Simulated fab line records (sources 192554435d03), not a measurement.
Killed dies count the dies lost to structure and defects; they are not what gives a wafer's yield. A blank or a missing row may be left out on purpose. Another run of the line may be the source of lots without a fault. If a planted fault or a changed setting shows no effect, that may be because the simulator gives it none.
What tool caused it? ; flow n5Finfet ; 29 wafers from 11 lots sampled at 4 of the route's 1938 steps

== WHAT EACH GAUGE READ, for each wafer ==
The record holds no reading of a measuring or inspecting step that can be judged against a usual standard deviation.

== TOOL THAT RAN EACH LOT (tool first, then ch and the chambers of the sampled wafers, then the start) ==
lot;N5_BEOL_M13_DEP_53;N5_BEOL_M14_ILD_DEP_00;N5_BEOL_M14_STRIP_37;N5_BEOL_M14_ETCH_38
L143;pecvd-04 ch 0,1,2, day 11 20:32;pecvd-01 ch 0,1,2, day 11 20:40;rieDiel-04 ch 1,2,3, day 12 03:27;rieDiel-04 ch 1,2,3, day 12 03:29
L148;pecvd-02 ch 0,1,2, day 13 00:20;pecvd-03 ch 0,2, day 13 00:28;rieDiel-03 ch 0,3, day 13 06:28;rieDiel-03 ch 0,3, day 13 06:30
L146;pecvd-03 ch 0,2, day 13 07:49;pecvd-03 ch 1,2, day 13 07:57;rieDiel-04 ch 3, day 13 10:08;rieDiel-04 ch 3, day 13 10:10
L145;pecvd-02 ch 2, day 13 08:05;pecvd-01 ch 1,2, day 13 08:13;rieDiel-03 ch 0,2, day 13 10:35;rieDiel-03 ch 0,2, day 13 10:38
L147;pecvd-02 ch 0,1, day 13 17:47;pecvd-01 ch 1,2, day 13 17:55;rieDiel-01 ch 2,3, day 14 02:10;rieDiel-01 ch 2,3, day 14 02:12
L149;pecvd-04 ch 0,1, day 14 08:39;pecvd-02 ch 1,2, day 14 08:47;rieDiel-01 ch 1,2,3, day 14 11:04;rieDiel-01 ch 1,2,3, day 14 11:06
L150;pecvd-03 ch 0,1,2, day 14 12:24;pecvd-03 ch 0,1,2, day 14 12:32;rieDiel-03 ch 0,1, day 14 20:18;rieDiel-03 ch 0,1, day 14 20:20
L151;pecvd-03 ch 0,1, day 14 21:49;pecvd-02 ch 0,2, day 14 21:57;rieDiel-04 ch 1,3, day 15 02:41;rieDiel-04 ch 1,3, day 15 02:43
L161;pecvd-03 ch 2, day 16 16:46;pecvd-01 ch 1,2, day 16 16:54;rieDiel-01 ch 1, day 17 06:09;rieDiel-01 ch 1, day 17 06:11
L160;pecvd-04 ch 0,1, day 17 13:42;pecvd-02 ch 0,2, day 17 13:54;rieDiel-01 ch 1,3, day 17 18:23;rieDiel-01 ch 1,3, day 17 18:26
L165;pecvd-02 ch 0,2, day 19 05:16;pecvd-03 ch 0,1, day 19 05:24;rieDiel-04 ch 2,3, day 19 08:59;rieDiel-04 ch 2,3, day 19 09:02
- N5_BEOL_M13_DEP_53: deposits SiCN from 3MS/NH3, target thk 50 nm, time 17.8 s.
- N5_BEOL_M14_ILD_DEP_00: deposits SiO2 from TEOS/O2, target thk 1119.3 nm, time 237.4 s.
- N5_BEOL_M14_STRIP_37: strips in O2.
- N5_BEOL_M14_ETCH_38: etches SiCN in CF4/N2, target depth 106.5 nm, time 120.6 s.

== AS READ BY THE TOOLS THEMSELVES (means over the sampled wafers that have a number; for cases with no such wafer, the mark the record gives instead) ==
N5_BEOL_M13_DEP_53. Usual: showerheadPlenumPTorr 4.161 Torr, standard deviation 0.025; showerheadVppV 1673 V, standard deviation 63; throttleValvePct 17.9 %, standard deviation 0.54.
lot;tool;showerheadPlenumPTorr (Torr);showerheadVppV (V);throttleValvePct (%);flag
L143;pecvd-04;4.178;1662;18.2;
L148;pecvd-02;4.162;1678;17.6;
L146;pecvd-03;4.123;1723;17.8;
L145;pecvd-02;4.170;1686;17.5;
L147;pecvd-02;4.162;1654;17.7;
L149;pecvd-04;4.189;1627;18.8;
L150;pecvd-03;4.135;1656;17.7;
L151;pecvd-03;4.147;1608;17.7;
L161;pecvd-03;4.108;1768;17.7;
L160;pecvd-04;4.177;1634;18.9;
L165;pecvd-02;4.174;1682;17.8;

N5_BEOL_M14_ILD_DEP_00. Usual: heaterPowerOuterW 311 W, standard deviation 60; heaterPowerW 570 W, standard deviation 99; showerheadPlenumPTorr 8.33 Torr, standard deviation 0.045; showerheadVppV 1901 V, standard deviation 130; throttleValvePct 18.3 %, standard deviation 0.56.
lot;tool;heaterPowerOuterW (W);heaterPowerW (W);showerheadPlenumPTorr (Torr);showerheadVppV (V);throttleValvePct (%);flag
L143;pecvd-01;275;504;8.35;1823;18.0;
L148;pecvd-03;291;543;8.26;1979;18.3;
L146;pecvd-03;328;630;8.29;1962;18.5;
L145;pecvd-01;306;539;8.30;1948;18.6;
L147;pecvd-01;297;532;8.31;1975;18.8;
L149;pecvd-02;303;546;8.36;1916;18.0;
L150;pecvd-03;328;605;8.30;1934;18.3;
L151;pecvd-02;308;588;8.36;1964;18.3;
L161;pecvd-01;224;429;8.32;1944;18.8;
L160;pecvd-02;339;622;8.37;1930;18.5;
L165;pecvd-03;334;620;8.33;1843;18.3;

N5_BEOL_M14_STRIP_37. Usual: drypumpMotorCurrentA 5.5 A, standard deviation 0.4; oesProductAu 0.82 a.u., standard deviation 0.053; rfVppV 3.6 V, standard deviation 1.1; showerheadPlenumPTorr 2.12 Torr, standard deviation 0.077; throttleValvePct 16.63 %, standard deviation 0.14.
lot;tool;drypumpMotorCurrentA (A);oesProductAu (a.u.);rfVppV (V);showerheadPlenumPTorr (Torr);throttleValvePct (%);flag
L143;rieDiel-04;5.9;0.84;2.6;2.12;16.63;
L148;rieDiel-03;5.5;0.74;4.4;2.14;16.65;
L146;rieDiel-04;5.9;0.86;3.0;2.21;16.64;
L145;rieDiel-03;5.5;0.73;3.6;2.01;16.82;
L147;rieDiel-01;5.2;0.86;3.5;2.15;16.52;
L149;rieDiel-01;5.4;0.86;4.9;2.16;16.53;
L150;rieDiel-03;5.3;0.75;3.2;2.09;16.74;
L151;rieDiel-04;6.3;0.82;4.1;2.08;16.86;
L161;rieDiel-01;5.2;0.80;3.7;2.13;16.56;
L160;rieDiel-01;5.1;0.81;3.9;2.12;16.56;
L165;rieDiel-04;5.5;0.76;3.0;2.12;16.57;

N5_BEOL_M14_ETCH_38. Usual: drypumpMotorCurrentA 5.5 A, standard deviation 0.4; oesProductAu 0.81 a.u., standard deviation 0.057; rfVppV 382.7 V, standard deviation 2.1; showerheadPlenumPTorr 2.23 Torr, standard deviation 0.078; throttleValvePct 15.39 %, standard deviation 0.14.
lot;tool;drypumpMotorCurrentA (A);oesProductAu (a.u.);rfVppV (V);showerheadPlenumPTorr (Torr);throttleValvePct (%);flag
L143;rieDiel-04;5.9;0.84;383.1;2.23;15.42;
L148;rieDiel-03;5.4;0.74;383.6;2.25;15.40;
L146;rieDiel-04;5.9;0.87;385.6;2.33;15.43;
L145;rieDiel-03;5.5;0.73;380.0;2.12;15.56;
L147;rieDiel-01;5.3;0.86;383.7;2.27;15.29;
L149;rieDiel-01;5.4;0.87;383.9;2.27;15.30;
L150;rieDiel-03;5.4;0.76;381.4;2.18;15.41;
L151;rieDiel-04;6.3;0.82;382.2;2.20;15.65;
L161;rieDiel-01;5.2;0.91;383.5;2.24;15.34;
L160;rieDiel-01;5.1;0.92;382.1;2.23;15.34;
L165;rieDiel-04;5.6;0.75;382.8;2.24;15.35;

== THE ANSWER, worked out from the rows above alone ==
Rule: take the mean of a lot's wafers that have a number; if it is more than 3 standard deviations from the usual mean, the lot is off. A lot without any number at a reading at which 4 lots or more have one is off too. Where the step has rows for the other lots, those lots are counted as sound. Order of review: gauges by route order, followed by the tools' own readings, for which a lot's mean as printed above is used. The first step at which some lot is off is used, and at that step the reading that is off furthest; a lot without a number counts as furthest.
Nothing can be told from this: no lot is off at any reading shown.

== WHAT HAD BEEN PUT IN BY THE SIMULATOR ==
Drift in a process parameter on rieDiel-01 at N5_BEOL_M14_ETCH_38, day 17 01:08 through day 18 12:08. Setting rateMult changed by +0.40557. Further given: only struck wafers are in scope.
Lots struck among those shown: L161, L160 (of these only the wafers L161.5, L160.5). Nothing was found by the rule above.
